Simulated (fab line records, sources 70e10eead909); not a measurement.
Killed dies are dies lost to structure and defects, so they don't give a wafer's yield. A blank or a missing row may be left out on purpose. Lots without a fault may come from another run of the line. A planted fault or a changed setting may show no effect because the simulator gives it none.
Chamber matching | flow nand_harc | NHARC_P_CONTACT_CMP_24 on cmp-01: 4 sister chambers
The step polishes, t overpolish 30 s, target thk 200 nm. 8 wafers are shown with their chamber, then 12 later ones without.

WAFERS WITH THEIR CHAMBER
wafer  | chamber | motor_current_A (A) | time_to_endpoint_s (s)
L081.4 | 3       | 12.0                | 34.5
L084.6 | 0       | 11.8                | 42.8
L085.1 | 3       | 12.2                | 43.3
L085.2 | 1       | 13.7                | 37.9
L085.4 | 2       | 10.4                | 39.2
L092.1 | 0       | 11.1                | 41.0
L092.3 | 1       | 13.9                | 35.1
L092.4 | 2       | 11.2                | 36.3

WAFERS WITHOUT THEIR CHAMBER
wafer  | motor_current_A (A) | time_to_endpoint_s (s)
L093.3 | 11.6                | 37.5
L093.5 | 12.1                | 38.1
L093.6 | 11.7                | 40.4
L094.1 | 11.9                | 42.4
L094.2 | 10.8                | 42.5
L094.6 | 13.9                | 40.6
L096.1 | 13.8                | 37.6
L096.2 | 10.9                | 38.5
L096.4 | 11.5                | 40.0
L097.1 | 12.3                | 36.4
L097.2 | 11.1                | 39.2
L097.4 | 12.4                | 38.0

WHICH CHAMBER EACH WENT THROUGH
wafer  | from the rows above          | in truth
L093.3 | can't be placed: 0 or 3 or 2 | 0
L093.5 | can't be placed: 3 or 0      | 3
L093.6 | can't be placed: 0 or 3 or 2 | 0
L094.1 | can't be placed: 3 or 0 or 2 | 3
L094.2 | can't be placed: 2 or 0      | 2
L094.6 | 1                            | 1
L096.1 | 1                            | 1
L096.2 | can't be placed: 2 or 0      | 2
L096.4 | can't be placed: 0 or 3 or 2 | 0
L097.1 | can't be placed: 3 or 0      | 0
L097.2 | can't be placed: 2 or 0 or 3 | 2
L097.4 | can't be placed: 3 or 0      | 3
Placed correctly: 2 of 12. Can't be placed from these rows: 10 (the true chamber is among the candidates in 10). Placed wrongly: 0.
How it was worked out, from the rows above alone: a wafer's distance from a chamber is the root of the sum, over the readings, of the square of ((its reading less the chamber's mean) divided by the reading's scatter). The wafer belongs to the nearest chamber; if the next one is less than 2 further off, it can't be placed. A chamber's mean is the mean of its shown wafers. The scatter: the root of (the sum of the squares of (reading less its chamber's mean) over the shown wafers, divided by (wafers less chambers)).
